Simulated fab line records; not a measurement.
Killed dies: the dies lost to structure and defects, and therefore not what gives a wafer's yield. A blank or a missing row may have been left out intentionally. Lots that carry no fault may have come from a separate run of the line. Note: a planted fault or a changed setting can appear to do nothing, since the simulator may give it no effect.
fab line records -- flow n5Finfet
[record] lots = 10, wafers = 29, lastDay = 19
route steps=1938 shown BEOL_M4@1111 BEOL_M11@1575 BEOL_M15@1823 MIM_TOP@1837 PASSIVATION@1907
lots untouched by any fault: they come from a run of this same line in which no faults occurred
startH: hours from the record's first day to the start of the lot's first wafer shown -- waitH: how many hours have passed since the lot's step before this one -- " as in the row above -- L1.1+2: several wafers, shown together as one row -- - no value, or no start given -- * or withheld: withheld -- < > ~ a bound
route shown NAME@n: NAME is a module with steps in the file, n the number in the route of the first one -- usual: mean/standard deviation of fault-free wafers -- same: alike in all rows -- chamber/n: place in a boat -- sites: the reading at each site -- _std_site: standard deviation across them -- _edge_site: outer sites' mean less inner sites' -- radiusMm: for every site, how far away it sits from the centre of the wafer -- mask NAME#n: copy n -- behind: the tool/chamber that last shaped the wafer -- hold: what put the lot on hold/how long, in hours/how the hold closed -- device: the n, p or np transistor that did not switch -- end of line: tests run on the same wafers once the route is complete -- a step with no rows: only its recipe -- killed: the dies lost at the first sort to structure and to defects; this is not the yield of the wafer -- map: a wafer's dies, marking killed ones x, the rest . and places with no die _
set.NAME: the setting the step ran with; set.NAME@STEP: the setting that earlier step ran with -- model.NAME: the simulator's own value behind a step, which no gauge read
steps of the route over a sample of lots; a table a step, a row a wafer
services: the hour from which a tool's chamber was out of use, counted from the record's first day as startH (under 0 if before that day), plus the number of hours and why
[[steps]]
[step N5_BEOL_M4_RC_MEAS_101]
[usual] DIBL_N = 36.3/1.6, DIBL_P = 36.4/2.1, IOFF_N = 0.16/0.032, IOFF_P = 0.22/0.044, ION_N = 675/12, ION_P = 463/8.3, SS_N = 71.6/0.64, SS_P = 73.3/0.67, VT_N = 250/3.3, VT_P = -250/3.7
lot.wafer,tool,chamber,startH,waitH,DIBL_N[mV/V],DIBL_P[mV/V],IOFF_N[nA/um],IOFF_P[nA/um],ION_N[uA/um],ION_P[uA/um],SS_N[mV/dec],SS_P[mV/dec],VT_N[mV],VT_P[mV]
L190.3,prober-01,0,209.26,0.3,37.6,38.7,0.17,0.21,675,462,72.0,73.9,248,-250
L190.4,prober-01,0,209.26,0.3,35.8,35.3,0.13,0.16,672,452,71.6,72.1,252,-256
L190.5,prober-01,0,209.26,0.3,35.0,35.0,0.12,0.16,666,455,70.9,72.7,252,-255
L192.1,prober-01,0,218.98,0.0,36.7,36.5,0.17,0.22,675,470,71.0,73.9,248,-249
L192.3,prober-01,0,218.98,0.0,36.5,36.4,0.16,0.20,664,455,71.4,72.9,251,-251
L192.5,prober-01,0,218.98,0.0,37.5,37.5,0.18,0.22,682,469,72.1,74.1,248,-248
L188.2,prober-01,0,221.38,0.2,33.9,34.4,0.12,0.18,664,454,70.7,72.0,254,-252
L188.3,prober-01,0,221.38,0.2,35.8,36.6,0.16,0.21,683,466,71.1,72.7,250,-253
L188.4,prober-01,0,221.38,0.2,33.8,33.3,0.12,0.17,663,460,71.6,72.3,252,-254
L193.3,prober-02,0,232.50,0.3,36.3,35.5,0.15,0.19,674,463,70.6,73.7,251,-251
L193.4,prober-02,0,232.50,0.3,35.1,33.6,0.13,0.17,667,462,70.5,73.0,250,-252
L193.6,prober-02,0,232.50,0.3,37.4,36.4,0.18,0.21,694,471,71.2,72.5,246,-254
L195.2,prober-01,0,252.46,0.2,36.8,38.9,0.19,0.26,690,472,71.3,74.1,249,-248
L195.3,prober-01,0,252.46,0.2,36.9,38.7,0.19,0.26,682,471,71.8,73.6,249,-248
L195.5,prober-01,0,252.46,0.2,37.2,40.1,0.20,0.29,697,486,71.9,74.9,247,-245
L196.1,prober-01,0,254.70,0.0,38.7,39.0,0.20,0.32,664,472,73.3,73.9,248,-242
L196.4,prober-01,0,254.70,0.0,38.2,39.1,0.18,0.32,683,477,71.7,73.5,249,-244
L203.1,prober-02,0,306.11,0.7,34.7,35.1,0.14,0.20,663,458,71.4,73.7,253,-253
L203.3,prober-02,0,306.11,0.7,33.1,33.9,0.11,0.18,651,457,71.3,73.1,257,-252
L203.4,prober-02,0,306.11,0.7,35.3,35.8,0.15,0.20,668,462,71.0,74.1,251,-251
L207.3,prober-02,0,317.36,0.3,34.3,32.5,0.10,0.13,642,435,70.7,72.8,257,-258
L207.5,prober-02,0,317.36,0.3,34.8,33.8,0.12,0.14,676,460,71.0,73.8,253,-256
L207.6,prober-02,0,317.36,0.3,33.7,31.3,0.09,0.12,651,442,70.2,71.9,258,-259
L206.1,prober-02,0,323.48,0.0,34.9,35.0,0.14,0.19,666,465,71.3,72.3,251,-251
L206.3,prober-02,0,323.48,0.0,37.0,37.8,0.18,0.24,681,469,71.4,73.3,246,-247
L206.6,prober-02,0,323.48,0.0,37.3,37.6,0.18,0.23,685,467,71.3,73.4,244,-249
L210.1,prober-02,0,354.48,0.0,35.4,36.1,0.13,0.16,665,456,71.8,72.6,254,-253
L210.2,prober-02,0,354.48,0.0,34.7,35.6,0.13,0.16,662,456,71.1,73.2,252,-256
L210.4,prober-02,0,354.48,0.0,40.7,41.8,0.24,0.26,697,463,73.0,74.2,245,-247
[step N5_BEOL_M11_VIA_ETCH_34]
[recipe] chemistry = C4F6/O2, target = SiCOH_lowk, targetDepthA = 1845, maskMaterial = SOC, taperDeg = 4, timeS = 69.2, ionEnergyEv = 250, pressureMtorr = 30, sourceW = 345, biasW = 185, Ar_flow_sccm = 300, C4F6_flow_sccm = 10, O2_flow_sccm = 10
[usual] drypumpMotorCurrentA = 5.6/0.44, oes_f_703_au = 0.81/0.074, oesProductAu = 0.80/0.079, rfVppV = 660/14, showerheadPlenumPTorr = 2.82/0.083, throttleValvePct = 21.01/0.17
lot.wafer,tool,chamber,startH,waitH,drypumpMotorCurrentA,oes_f_703_au,oesProductAu,rfHoursCounterH,rfVppV,showerheadPlenumPTorr,throttleValvePct
L190.3,rieDiel-05,2,268.35,0.0,5.5,0.76,0.75,167,652,2.75,21.11
L190.4,rieDiel-05,0,268.35,0.0,4.7,0.72,0.69,-,659,2.92,21.07
L190.5,rieDiel-05,1,268.35,0.0,5.9,0.86,0.85,-,662,3.00,21.19
L192.1,rieDiel-05,3,281.61,0.0,5.0,0.83,0.82,68,652,2.78,20.89
L192.3,rieDiel-05,2,281.61,0.0,5.5,0.75,0.74,172,652,2.75,21.10
L192.5,rieDiel-05,2,281.61,0.0,5.6,0.75,0.74,-,652,2.75,21.12
L188.2,rieDiel-05,2,286.06,0.0,5.5,0.75,0.74,173,653,2.75,21.11
L188.3,rieDiel-05,3,286.06,0.0,5.0,0.84,0.84,69,652,2.78,20.88
L188.4,rieDiel-05,0,286.06,0.0,4.7,0.71,0.69,228,658,2.92,21.09
L193.3,rieDiel-05,1,292.49,0.0,5.9,0.85,0.69,87,662,3.00,21.15
L193.4,rieDiel-05,3,292.49,0.0,5.0,0.84,0.83,71,652,2.78,20.88
L193.6,rieDiel-05,3,292.49,0.0,4.9,0.83,0.82,-,652,2.78,20.89
L195.2,rieDiel-05,2,311.08,0.0,5.5,0.75,0.74,180,652,2.75,21.13
L195.3,rieDiel-05,3,311.08,0.0,5.0,0.82,0.67,76,653,2.78,20.83
L195.5,rieDiel-05,3,311.08,0.0,4.9,0.83,0.82,-,653,2.78,20.88
L196.1,rieDiel-05,3,324.61,0.0,5.0,0.82,0.68,80,654,2.77,20.83
L196.4,rieDiel-05,0,324.61,0.0,4.7,0.71,0.68,240,659,2.91,21.11
L203.1,rieDiel-04,0,369.86,0.0,5.8,0.88,0.88,25,671,2.78,20.84
L203.3,rieDiel-04,1,369.86,0.0,5.7,0.79,0.78,122,660,2.74,21.00
L203.4,rieDiel-04,2,369.86,0.0,5.5,0.74,0.72,191,633,2.73,20.86
L206.1,rieDiel-05,0,382.99,0.0,4.7,1.00,0.99,1,658,2.90,20.74
L206.3,rieDiel-05,2,382.99,0.0,5.5,0.74,0.71,202,652,2.74,21.17
L206.6,rieDiel-05,1,382.99,0.0,5.9,0.82,0.81,-,664,2.98,21.22
L207.3,rieDiel-04,3,387.67,0.0,5.8,0.94,0.93,19,670,2.82,21.10
L207.5,rieDiel-04,0,387.67,0.0,5.8,0.87,0.88,-,672,2.78,20.83
L207.6,rieDiel-04,3,387.67,0.0,5.9,0.94,0.94,-,669,2.82,21.10
L210.1,rieDiel-04,2,417.07,0.0,5.5,0.73,0.71,202,632,2.72,20.90
L210.2,rieDiel-04,1,417.07,0.0,5.7,0.78,0.77,137,659,2.74,21.02
L210.4,rieDiel-04,3,417.07,0.0,5.9,0.92,0.91,-,670,2.81,21.12
[step N5_BEOL_M15_ANNEAL_48]
[recipe] tempC = 225, timeS = 90, ambient = N2
[usual] wafer_temp_C_max = 225.86/0.23
lot.wafer,tool,chamber,startH,waitH,wafer_temp_C_max
L190.3,rtpAnneal-01,0,302.86,0.4,225.86
L190.4,rtpAnneal-01,0,302.86,0.4,225.69
L190.5,rtpAnneal-01,0,302.86,0.4,225.76
L192.1,rtpAnneal-01,0,324.48,0.2,225.61
L192.3,rtpAnneal-01,0,324.48,0.2,225.61
L192.5,rtpAnneal-01,0,324.48,0.2,225.92
L188.2,rtpAnneal-01,0,325.80,0.2,225.92
L188.3,rtpAnneal-01,0,325.80,0.2,226.39
L188.4,rtpAnneal-01,0,325.80,0.2,225.87
L193.4,rtpAnneal-02,0,329.21,0.3,225.72
L193.6,rtpAnneal-02,0,329.21,0.3,225.94
L195.2,rtpAnneal-01,0,345.07,0.9,225.69
L195.5,rtpAnneal-01,0,345.07,0.9,225.78
L196.4,rtpAnneal-02,0,357.67,0.2,226.03
L203.1,rtpAnneal-01,0,396.65,0.2,226.50
L203.3,rtpAnneal-01,0,396.65,0.2,226.07
L203.4,rtpAnneal-01,0,396.65,0.2,226.10
L206.1,rtpAnneal-01,0,412.85,0.2,225.69
L206.3,rtpAnneal-01,0,412.85,0.2,225.89
L206.6,rtpAnneal-01,0,412.85,0.2,225.50
L207.3,rtpAnneal-02,0,416.44,0.3,226.02
L207.5,rtpAnneal-02,0,416.44,0.3,225.84
L207.6,rtpAnneal-02,0,416.44,0.3,225.77
L210.1,rtpAnneal-01,0,445.15,0.2,225.94
L210.2,rtpAnneal-01,0,445.15,0.2,225.86
L210.4,rtpAnneal-01,0,445.15,0.2,225.66
[step N5_MIM_TOP_DEGAS_04]
[recipe] ambient = vacuum, tempC = 300, timeS = 60
[usual] heaterPowerW = 470/63
lot.wafer,tool,chamber,startH,waitH,heaterPowerW
L190.3,pvdSputter-03,-,307.38,-,389
L190.4,pvdSputter-03,-,307.38,-,453
L190.5,pvdSputter-03,-,307.38,-,475
L192.1,pvdSputter-03,-,329.72,-,470
L192.3,pvdSputter-03,-,329.72,-,453
L192.5,pvdSputter-03,-,329.72,-,478
L188.2,pvdSputter-03,-,330.00,-,436
L188.3,pvdSputter-03,-,330.00,-,399
L188.4,pvdSputter-03,-,330.00,-,598
L193.4,pvdSputter-01,-,333.85,-,408
L193.6,pvdSputter-01,-,333.85,-,485
L195.2,pvdSputter-03,-,349.49,-,601
L195.5,pvdSputter-03,-,349.49,-,482
L196.4,pvdSputter-03,-,361.56,-,473
L203.1,pvdSputter-01,-,399.63,-,446
L203.3,pvdSputter-01,-,399.63,-,498
L203.4,pvdSputter-01,-,399.63,-,408
L206.1,pvdSputter-02,-,416.08,-,411
L206.3,pvdSputter-02,-,416.08,-,447
L206.6,pvdSputter-02,-,416.08,-,614
L207.3,pvdSputter-03,-,419.87,-,481
L207.5,pvdSputter-03,-,419.87,-,388
L207.6,pvdSputter-03,-,419.87,-,443
L210.1,pvdSputter-01,-,450.24,-,487
L210.2,pvdSputter-01,-,450.24,-,452
L210.4,pvdSputter-01,-,450.24,-,443
[step N5_PASSIVATION_INSPECT_64]
[recipe] mode = adi, inspectInstrument = macro
[usual] rawDefectCount = 1.9/1.5
lot.wafer,tool,chamber,startH,waitH,rawDefectCount
L190.3,defectInspect-02,-,313.25,0.0,2
L190.4,defectInspect-02,-,313.25,0.0,3
L190.5,defectInspect-02,-,313.25,0.0,8
L192.1,defectInspect-01,-,337.51,0.0,4
L192.3,defectInspect-01,-,337.51,0.0,3
L192.5,defectInspect-01,-,337.51,0.0,2
L188.2,defectInspect-01,-,338.48,0.0,2
L188.3,defectInspect-01,-,338.48,0.0,2
L188.4,defectInspect-01,-,338.48,0.0,1
L193.4,defectInspect-02,-,340.14,0.0,2
L193.6,defectInspect-02,-,340.14,0.0,4
L195.2,defectInspect-02,-,354.81,0.0,0
L195.5,defectInspect-02,-,354.81,0.0,2
L196.4,defectInspect-02,-,367.19,0.0,4
L203.1,defectInspect-01,-,409.56,0.0,3
L203.3,defectInspect-01,-,409.56,0.0,5
L203.4,defectInspect-01,-,409.56,0.0,3
L206.1,defectInspect-01,-,420.75,0.0,2
L206.3,defectInspect-01,-,420.75,0.0,1
L206.6,defectInspect-01,-,420.75,0.0,0
L207.3,defectInspect-01,-,425.24,0.0,5
L207.5,defectInspect-01,-,425.24,0.0,0
L207.6,defectInspect-01,-,425.24,0.0,2
L210.1,defectInspect-01,-,458.58,0.0,1
L210.2,defectInspect-01,-,458.58,0.0,2
L210.4,defectInspect-01,-,458.58,0.0,2
[step N5_PASSIVATION_PROBE_49]
[usual] defectLimitedYield = 91.4/1.2, killed_at_M0_to_M3 = 35/11, killed_at_M4_up = 14/6, killedAtContacts = 12/6.7, killedAtFrontEnd = 37/9.7, killedAtOther = 3.5/2.5, killedDies = 102/15, killedOnRim = 13/3.6, killedOpen = 67/12, killedShort = 33/7.3, sort_bin_5_function = 5.1/0.81, sort_bin_6_memory = 3.2/0.65, sort_bin_8_speed = 0.00/0.021, sortNPass = 1078/15, sortYieldPct = 91.4/1.2
[same] grossDies = 1180, killedAtBackSide = 0, sort_bin_4_leakage[%] = 0
lot.wafer,tool,chamber,startH,waitH,defectLimitedYield[%],killed_at_M0_to_M3,killed_at_M4_up,killedAtContacts,killedAtFrontEnd,killedAtOther,killedDies,killedOnRim,killedOpen,killedShort,sort_bin_5_function[%],sort_bin_6_memory[%],sort_bin_8_speed[%],sortNPass,sortYieldPct[%]
L193.3,prober-01,-,345.56,0.1,0.6,38,1075,8,47,5,1173,148,70,40,95.0,4.1,0,7,0.6
L193.4,prober-01,-,345.61,0.2,90.5,47,3,3,53,6,112,10,68,44,5.2,3.5,0,1068,90.5
L193.6,prober-01,-,345.71,0.3,92.1,24,13,6,41,9,93,12,56,35,4.8,3.1,0,1087,92.1
L195.2,prober-01,-,359.78,0.1,90.2,46,13,15,38,4,116,11,75,40,6.1,3.1,0,1064,90.2
L195.3,prober-01,-,359.83,0.1,0.6,35,1084,15,38,1,1173,152,60,42,96.3,2.5,0,7,0.6
L195.5,prober-01,-,359.93,0.2,93.5,23,10,2,35,7,77,9,49,28,3.9,2.5,0,1103,93.5
L196.1,prober-01,-,372.77,0.0,2.3,16,1087,2,46,2,1153,152,50,27,95.1,2.3,0,27,2.3
L196.4,prober-01,-,372.92,0.2,91.3,36,17,15,35,0,103,12,70,33,5.8,2.6,0,1077,91.3
// killed by level:class
L193.3 BEOL_M11:areaEtch=1062 FIN_SAQP:geometricParticle:open=10 STI_FIN_REVEAL:geometricParticle:open=10 BEOL_M2:geometricParticle:open=10 MOL_CONTACT_COAG:geometricParticle:open=7 BEOL_M0_SAQP:geometricParticle:open=6 BEOL_M3:geometricParticle:open=6 BEOL_M4:geometricParticle:short=5
L193.4 STI_FIN_REVEAL:geometricParticle:open=20 BEOL_M0_SAQP:geometricParticle:open=11 BEOL_M0_SAQP:geometricParticle:short=10 FIN_SAQP:geometricParticle:open=9 BEOL_M3:geometricParticle:open=9 BEOL_M3:geometricParticle:short=7 FIN_SAQP:geometricParticle:short=6 BEOL_M2:geometricParticle:open=5
L193.6 STI_FIN_REVEAL:geometricParticle:open=9 FIN_SAQP:geometricParticle:open=8 BEOL_M0_SAQP:geometricParticle:short=8 FIN_SAQP:geometricParticle:short=7 MOL_CONTACT_COAG:geometricParticle:open=5 BEOL_M2:geometricParticle:open=5 BEOL_M3:geometricParticle:open=5 STI_FIN_REVEAL:geometricParticle:short=4
L195.2 MOL_CONTACT_COAG:geometricParticle:open=14 FIN_SAQP:geometricParticle:open=11 BEOL_M0_SAQP:geometricParticle:short=11 BEOL_M0_SAQP:geometricParticle:open=10 FIN_SAQP:geometricParticle:short=8 BEOL_M1:geometricParticle:short=7 BEOL_M4:geometricParticle:open=7 BEOL_M1:geometricParticle:open=6
L195.3 BEOL_M11:areaEtch=1071 MOL_CONTACT_COAG:geometricParticle:open=11 FIN_SAQP:geometricParticle:short=9 BEOL_M0_SAQP:geometricParticle:short=8 DUMMY_GATE:geometricParticle:open=7 BEOL_M1:geometricParticle:open=7 GATE_CUT:geometricParticle:short=6 BEOL_M2:geometricParticle:open=6
L195.5 FIN_SAQP:geometricParticle:open=11 GATE_CUT:geometricParticle:short=9 BEOL_M2:geometricParticle:open=6 BEOL_M0_SAQP:geometricParticle:open=5 STI_FIN_REVEAL:geometricParticle:open=3 DUMMY_GATE:geometricParticle:open=3 BEOL_M1:geometricParticle:open=3 BEOL_M4:geometricParticle:open=3
L196.1 BEOL_M11:areaEtch=1075 STI_FIN_REVEAL:geometricParticle:open=11 FIN_SAQP:geometricParticle:short=8 FIN_SAQP:geometricParticle:open=5 DUMMY_GATE:geometricParticle:open=5 ILD0:geometricParticle:open=5 BEOL_M1:geometricParticle:open=5 BEOL_M4:geometricParticle:open=4
L196.4 MOL_CONTACT_COAG:geometricParticle:open=14 BEOL_M0_SAQP:geometricParticle:open=13 BEOL_M4:geometricParticle:open=9 FIN_SAQP:geometricParticle:short=7 BEOL_M0_SAQP:geometricParticle:short=6 FIN_SAQP:geometricParticle:open=5 DUMMY_GATE:geometricParticle:open=5 BEOL_M3:geometricParticle:open=4
[[services]]
tool,chamber,startH,hours,kind
rieDiel-04,0,277.96,-,clean
rieDiel-04,0,277.96,-,consumableReplace:focusRing
rieDiel-04,0,277.96,19.5,scheduledDown
rieDiel-04,0,277.96,19.5,ventCycle
rieDiel-04,3,297.44,-,clean
rieDiel-04,3,297.44,-,consumableReplace:focusRing
rieDiel-04,3,297.44,27.5,scheduledDown
rieDiel-04,3,297.44,27.5,ventCycle
rieDiel-05,0,365.49,-,clean
rieDiel-05,0,365.49,-,consumableReplace:focusRing
rieDiel-05,0,365.49,13.6,scheduledDown
rieDiel-05,0,365.49,13.6,ventCycle
pvdSputter-01,-,376.86,2.8,repair
rieDiel-05,3,378.97,14.3,repair
rieDiel-05,0,379.15,1.6,repair
rieDiel-04,0,399.11,26.0,repair
rieDiel-04,2,402.36,8.4,repair
rieDiel-05,3,430.73,9.2,repair
pvdSputter-03,-,434.03,2.5,repair
rieDiel-05,0,449.83,7.7,repair
[[key]]
[firstSign] step = N5_PASSIVATION_PROBE_49, reading = killed_at_M4_up, direction = up, sigmas = 99+, usual = 14, struck = 1082
[effect] step = N5_PASSIVATION_PROBE_49, reading = sort_bin_5_function, direction = up, sigmas = 99+, usual = 5.1, struck = 95.5
[moreKillsBornAt] N5_BEOL_M11_VIA_ETCH_34@rieDiel-05 = 3208
metAt N5_BEOL_M11_VIA_ETCH_34
struckLots L193,L195,L196
struckWafers L193.3,L195.3,L196.1
laterRowsLeftOut L193.3,L195.3,L196.1
notActingAt N5_BEOL_M15_ANNEAL_48,N5_MIM_TOP_DEGAS_04,N5_PASSIVATION_INSPECT_64
onsetBetween 286.06 292.49
[fault] kind = processParameterDrift, tool = rieDiel-05, chamber = -, onsetH = 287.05, steps = N5_BEOL_M11_VIA_ETCH_34, channel = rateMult, offset = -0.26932, shape = step, endH = 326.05, scope = struckWafersOnly
// laterRowsLeftOut: the simulator's readings of these wafers behind a module that went badly wrong aren't trusted and aren't shown, but for the sort
